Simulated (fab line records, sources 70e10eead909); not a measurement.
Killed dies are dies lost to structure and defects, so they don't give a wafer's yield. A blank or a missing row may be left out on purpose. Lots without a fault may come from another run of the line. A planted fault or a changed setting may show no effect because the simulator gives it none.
fab line records | flow nand_harc
record lots=6 wafers=17 last_day=34
route steps=1302 shown A_STAIRCASE@663 END@1302
lots that met no fault: from a run of the same line without faults
start_h: hours from the record's first day to the start of the lot's first wafer shown | wait_h: hours since the lot's step before | " the same as in the row above | L1.1+2: a row that stands for several wafers | - no value, or no start given | * or withheld: withheld | < > ~ a bound
route shown NAME@n: a module of which the file shows steps, and the number in the route of the first | usual: mean/standard deviation of fault-free wafers | same: alike in all rows | chamber/n: place in a boat | sites: the reading at each site | _std_site: their standard deviation | _edge_site: outer sites' mean less inner sites' | radius_mm: how far each site lies from the wafer's centre | mask NAME#n: copy n | behind: the tool/chamber that last shaped the wafer | hold: why the lot was held/for how many hours/how that ended | device: the transistor (n, p or np) that didn't switch | end of line: the same wafers' tests at the end of the route | a step without rows: its recipe alone | killed: dies lost to structure and defects at the first sort, not the wafer's yield | map: a wafer's dies, x killed, . not, _ none there
set.NAME: the setting as run; set.NAME@STEP: as run at that earlier step | model.NAME: the simulator's own value behind a step, which no gauge read
lots at some steps of the route; a table a step, a row a wafer
services: from which hour (start_h, from the record's first day; less than 0 if before it) a tool's chamber was out of use, for how many hours, and why
## steps
# step NHARC_A_STAIRCASE_PEB_07
# recipe peb_temp_c=115 peb_time_s=130
# step NHARC_A_STAIRCASE_DEVELOP_08
# recipe time_s=140
# step NHARC_A_STAIRCASE_HARDBAKE_10
# recipe temp_c=120 time_s=140
# step NHARC_A_STAIRCASE_DESCUM_11
# recipe time_s=3 o2_flow_sccm=200 ar_flow_sccm=0 bias_power_w=0 chemistry=O2
# step NHARC_A_STAIRCASE_TRIM_12
# recipe time_s=211.2 o2_flow_sccm=500 ar_flow_sccm=0 bias_w=0 chemistry=O2
# usual drypump_motor_current_A=5.7/0.37 oes_product_au=0.998/0.015 rf_vpp_V=57.8/0.83 showerhead_plenum_p_Torr=3.56/0.18 throttle_valve_pct=17.036/0.0093
# columns lot.wafer tool chamber start_h wait_h drypump_motor_current_A oes_product_au rf_hours_counter_h rf_vpp_V showerhead_plenum_p_Torr throttle_valve_pct
L510.2 rie_diel-04 1 354.53 0.1 6.0 1.001 59 55.7 3.77 17.040
L510.4 " 3 " " 5.2 1.015 53 56.4 3.32 17.042
L510.1 " 0 " " 5.5 0.988 60 57.5 3.27 17.035
L509.2 rie_diel-11 0 355.02 0.1 5.5 1.018 25 56.8 3.32 17.035
L509.3 " 2 " " 5.7 0.992 32 57.8 3.40 17.032
L509.5 " 0 " " 5.5 1.012 - 58.1 3.32 17.038
L520.3 rie_diel-04 1 467.50 0.1 6.1 0.977 32 58.6 3.75 17.035
L520.2 " 3 " " 5.2 1.028 38 58.5 3.30 17.026
L523.2 rie_diel-04 0 494.99 0.1 5.5 0.996 38 58.6 3.79 17.039
L523.1 " 1 " " 6.1 0.976 43 56.6 3.75 17.024
L523.5 " 0 " " 5.5 1.002 - 58.2 3.79 17.030
L526.4 rie_diel-11 2 524.44 0.1 5.7 0.993 25 56.9 3.37 17.023
L526.6 " 3 " " 5.2 0.999 - 57.4 3.59 17.034
L526.5 " 0 " " 5.5 0.992 - 56.5 3.29 17.041
L532.4 rie_diel-04 1 582.85 0.1 6.1 0.973 10 58.0 3.73 17.050
L532.3 " 2 " " 5.4 1.005 10 57.3 3.48 17.044
L532.1 " 0 " " 5.5 0.996 10 58.6 3.77 17.053
# step NHARC_A_STAIRCASE_ETCH_13
# recipe target_depth_a=1000 time_s=40.5 ion_energy_ev=400 c4f8_flow_sccm=20 o2_flow_sccm=10 ar_flow_sccm=withheld rf_w=600 bias_w=1000 chemistry=C4F8/O2
# usual oes_product_au=0.942/0.017 rf_vpp_V=896/6.6 run_length_s=61.7/0.39
# columns lot.wafer tool chamber start_h wait_h oes_product_au rf_hours_counter_h rf_vpp_V run_length_s
L510.1 rie_diel-04 0 - - 0.961 60 886 61.7
L510.2 " 1 " " 0.951 59 904 61.6
L510.4 " 2 " " 0.968 52 895 61.5
L509.3 rie_diel-11 3 - - 0.925 29 900 61.9
L509.2 " 1 " " 0.940 30 892 62.5
L509.5 " 3 " " 0.921 - 899 61.8
L520.2 rie_diel-04 1 - - 0.913 32 905 61.6
L520.3 " 0 " " 0.922 26 906 61.6
L523.2 rie_diel-04 3 - - 0.972 48 887 61.9
L523.1 " 0 " " 0.944 38 905 61.5
L523.5 " 2 " " 0.941 - 893 61.2
L526.4 rie_diel-11 3 - - 0.951 23 899 61.8
L526.5 " 3 " " 0.951 - 898 61.5
L526.6 " 0 " " 0.938 - 887 62.2
L532.1 rie_diel-04 2 - - 0.957 10 894 61.6
L532.4 " 3 " " 0.944 11 906 61.5
L532.3 " 0 " " 0.954 10 904 61.3
# step NHARC_A_STAIRCASE_TRIM_14
# recipe time_s=211.2 o2_flow_sccm=500 ar_flow_sccm=0 bias_w=0 chemistry=O2
# step NHARC_A_STAIRCASE_ETCH_15
# recipe target_depth_a=1000 time_s=40.5 ion_energy_ev=400 c4f8_flow_sccm=20 o2_flow_sccm=10 ar_flow_sccm=withheld rf_w=600 bias_w=1000 chemistry=C4F8/O2
# usual oes_product_au=0.942/0.014 rf_vpp_V=897/6.6 run_length_s=61.8/0.38
# columns lot.wafer tool chamber start_h wait_h oes_product_au rf_hours_counter_h rf_vpp_V run_length_s
L510.1 rie_diel-04 0 - - 0.943 60 887 61.2
L510.2 " 1 " " 0.946 59 905 61.9
L510.4 " 2 " " 0.952 52 897 61.4
L509.3 rie_diel-11 2 - - 0.926 32 890 61.7
L509.2 " 0 " " 0.967 25 888 61.7
L509.5 " 2 " " 0.926 - 890 61.7
L520.2 rie_diel-04 2 - - 0.915 34 895 61.5
L520.3 " 0 " " 0.925 26 905 61.3
L523.2 rie_diel-04 3 - - 0.960 48 887 61.6
L523.1 " 0 " " 0.930 38 906 61.3
L523.5 " 2 " " 0.951 - 895 61.1
L526.4 rie_diel-11 0 - - 0.942 24 888 61.8
L526.5 " 0 " " 0.959 - 887 61.7
L526.6 " 1 " " 0.979 - 892 63.0
L532.4 rie_diel-04 2 - - 0.956 10 893 61.1
L532.3 " 3 " " 0.933 11 906 61.9
L532.1 " 0 " " 0.943 10 906 61.8
# step NHARC_A_STAIRCASE_TRIM_16
# recipe time_s=211.2 o2_flow_sccm=500 ar_flow_sccm=0 bias_w=0 chemistry=O2
# usual drypump_motor_current_A=5.6/0.36 oes_product_au=1.000/0.014 rf_vpp_V=57.8/0.89 showerhead_plenum_p_Torr=3.56/0.18 throttle_valve_pct=17.036/0.0096
# columns lot.wafer tool chamber start_h wait_h drypump_motor_current_A oes_product_au rf_hours_counter_h rf_vpp_V showerhead_plenum_p_Torr throttle_valve_pct
L510.1 rie_diel-04 0 - - 5.5 0.993 60 57.1 3.27 17.041
L510.4 " 2 " " 5.4 1.009 52 57.7 3.52 17.026
L510.2 " 3 " " 5.2 1.004 53 57.0 3.32 17.017
L509.3 rie_diel-11 2 - - 5.7 0.995 32 57.7 3.40 17.051
L509.2 " 0 " " 5.5 1.016 26 56.1 3.32 17.022
L509.5 " 1 " " 6.2 1.026 - 58.6 3.44 17.031
L520.2 rie_diel-04 0 - - 5.5 0.994 30 58.6 3.79 17.048
L520.3 " 1 " " 6.0 0.989 35 59.1 3.75 17.023
L523.2 rie_diel-04 0 - - 5.5 1.004 38 58.7 3.79 17.038
L523.1 " 3 " " 5.2 1.025 49 57.4 3.30 17.020
L523.5 " 1 " " 6.1 0.987 - 57.4 3.75 17.035
L526.4 rie_diel-11 1 - - 6.2 1.024 26 57.3 3.41 17.042
L526.5 " 3 " " 5.2 1.001 - 58.4 3.59 17.040
L526.6 " 0 " " 5.5 1.011 - 57.2 3.29 17.041
L532.1 rie_diel-04 2 - - 5.4 1.016 10 58.4 3.48 17.045
L532.3 " 3 " " 5.2 0.989 11 58.7 3.80 17.040
L532.4 " 0 " " 5.5 1.004 10 59.5 3.77 17.040
# step NHARC_A_STAIRCASE_ETCH_17
# recipe target_depth_a=1000 time_s=40.5 ion_energy_ev=400 c4f8_flow_sccm=20 o2_flow_sccm=10 ar_flow_sccm=withheld rf_w=600 bias_w=1000 chemistry=C4F8/O2
# step NHARC_A_STAIRCASE_TRIM_18
# recipe time_s=211.2 o2_flow_sccm=500 ar_flow_sccm=0 bias_w=0 chemistry=O2
# usual drypump_motor_current_A=5.7/0.37 oes_product_au=0.999/0.013 rf_vpp_V=57.9/0.86 showerhead_plenum_p_Torr=3.55/0.19 throttle_valve_pct=17.036/0.0094
# columns lot.wafer tool chamber start_h wait_h drypump_motor_current_A oes_product_au rf_hours_counter_h rf_vpp_V showerhead_plenum_p_Torr throttle_valve_pct
L510.2 rie_diel-04 1 - - 6.0 0.994 59 58.9 3.77 17.037
L510.4 " 2 " " 5.5 1.018 52 58.8 3.51 17.041
L510.1 " 3 " " 5.2 1.002 53 57.8 3.32 17.016
L509.2 rie_diel-11 0 - - 5.5 1.005 26 57.4 3.32 17.032
L509.3 " 3 " " 5.2 0.984 30 57.1 3.61 17.015
L509.5 " 0 " " 5.5 1.021 - 56.7 3.32 17.054
L520.3 rie_diel-04 3 - - 5.2 1.013 42 58.0 3.30 17.040
L520.2 " 1 " " 6.1 0.983 35 57.3 3.75 17.032
L523.1 rie_diel-04 2 - - 5.5 0.996 43 57.8 3.49 17.021
L523.2 " 3 " " 5.2 1.020 49 59.3 3.30 17.015
L523.5 " 3 " " 5.2 1.019 - 57.8 3.30 17.024
L526.4 rie_diel-11 1 - - 6.2 1.020 26 57.6 3.41 17.043
L526.5 " 3 " " 5.2 0.995 - 58.8 3.59 17.021
L526.6 " 0 " " 5.5 1.006 - 57.2 3.30 17.048
L532.4 rie_diel-04 1 - - 6.0 0.976 10 56.4 3.73 17.029
L532.1 " 2 " " 5.4 1.016 10 56.4 3.48 17.028
L532.3 " 3 " " 5.2 0.993 11 57.7 3.80 17.030
# step NHARC_A_STAIRCASE_ETCH_19
# recipe target_depth_a=1000 time_s=40.5 ion_energy_ev=400 c4f8_flow_sccm=20 o2_flow_sccm=10 ar_flow_sccm=withheld rf_w=600 bias_w=1000 chemistry=C4F8/O2
# usual oes_product_au=0.943/0.014 rf_vpp_V=896/6.8 run_length_s=61.8/0.42
# columns lot.wafer tool chamber start_h wait_h oes_product_au rf_hours_counter_h rf_vpp_V run_length_s
L510.1 rie_diel-04 0 355.38 - 0.936 60 887 61.9
L510.2 " 1 " " 0.939 59 905 61.9
L510.4 " 2 " " 0.959 52 897 61.2
L509.2 rie_diel-11 1 356.23 - 0.950 30 893 62.5
L509.3 " 3 " " 0.942 30 899 61.6
L509.5 " 1 " " 0.951 - 893 62.4
L520.3 rie_diel-04 3 471.36 - 0.951 42 887 62.1
L520.2 " 0 " " 0.930 30 903 71.8
L523.2 rie_diel-04 2 495.85 - 0.946 43 895 71.5
L523.1 " 3 " " 0.972 49 888 61.4
L523.5 " 2 " " 0.951 - 894 61.3
L526.4 rie_diel-11 0 525.25 - 0.939 24 887 62.2
L526.6 " 3 " " 0.929 - 899 61.6
L526.5 " 0 " " 0.947 - 888 62.0
L532.4 rie_diel-04 0 583.70 - 0.935 11 905 61.5
L532.3 " 1 " " 0.926 10 903 62.3
L532.1 " 2 " " 0.948 11 894 61.2
# step NHARC_END_SORT_01
# recipe temp_c=25
# usual killed_at_array=55/19 killed_at_other=0.9/1.4 killed_at_periphery=3.8/2.9 killed_dies=60/19 killed_open=3.3/1.8 killed_short=2.6/1.6
# same gross_dies=677
# columns lot.wafer tool chamber start_h wait_h killed_at_array killed_at_other killed_at_periphery killed_dies killed_open killed_short
L523.2 prober-01 0 716.93 2.8 505 2 3 510 4 1
# killed by level:class
L523.2 A_STAIRCASE:area_etch=434 A_CHANNEL_HOLE_D1:chamber_film_flake=32 A_CHANNEL_HOLE_D2:chamber_film_flake=23 A_CONTACT:chamber_film_flake=5 A_SLIT:chamber_film_flake=5 P_M1:geometric_particle:open=2 A_ZERO_WELL:chamber_film_flake=2 THIN_TSV:chamber_film_flake=2
## services
# columns tool chamber start_h hours kind
rie_diel-11 0 331.39 6.8 repair
rie_diel-04 0 338.57 - clean
rie_diel-04 1 338.57 - clean
rie_diel-04 2 338.57 - clean
rie_diel-04 3 338.57 - clean
rie_diel-04 2 351.08 3.3 repair
rie_diel-04 - 358.76 9.0 pm
rie_diel-04 0 358.76 9.0 vent_cycle
rie_diel-04 1 358.76 9.0 vent_cycle
rie_diel-04 2 358.76 9.0 vent_cycle
rie_diel-04 3 358.76 9.0 vent_cycle
rie_diel-04 0 367.76 - clean
rie_diel-04 0 367.76 - consumable_replace:focus_ring
rie_diel-04 0 367.76 - consumable_replace:showerhead
rie_diel-04 1 367.76 - clean
rie_diel-04 2 367.76 - clean
rie_diel-04 3 367.76 - clean
rie_diel-04 0 392.26 - clean
rie_diel-04 1 392.26 - clean
rie_diel-04 2 392.26 - clean
rie_diel-04 3 392.26 - clean
rie_diel-04 0 393.17 26.6 repair
rie_diel-04 1 418.00 - clean
rie_diel-11 - 434.79 9.0 pm
## key
first_sign step=NHARC_A_STAIRCASE_ETCH_19 reading=run_length_s direction=up sigmas=23 usual=* struck=*
effect step=NHARC_END_SORT_01 reading=killed_dies direction=up sigmas=24 usual=60 struck=510
more_kills_born_at NHARC_A_STAIRCASE_ETCH_19@rie_diel-04=434
met_at NHARC_A_STAIRCASE_ETCH_19
struck_wafers L520.2,L523.2
later_rows_left_out L520.2,L523.2
sort_left_out L520.2
tester_left_out L520,L523
onset_between 355.38 471.36
fault kind=process_parameter_drift tool=rie_diel-04 chamber=- onset_h=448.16 steps=NHARC_A_STAIRCASE_ETCH_19 channel=time_s offset=* shape=step end_h=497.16 scope=struck_wafers_only acts_in=* stated=*
# tester_left_out: of these lots the tester's yield and bins aren't shown, on N5 and GAA mostly nor the transistor test; their killed dies are dies lost to structure and defects alone, not to doping, threshold or leakage, so they don't give the yield
# sort_left_out: the simulated sort isn't trusted on such a fault, so these wafers' sort isn't shown, and their yield isn't known
# later_rows_left_out: the simulator's readings of these wafers behind a module that went badly wrong aren't trusted and aren't shown, but for the sort
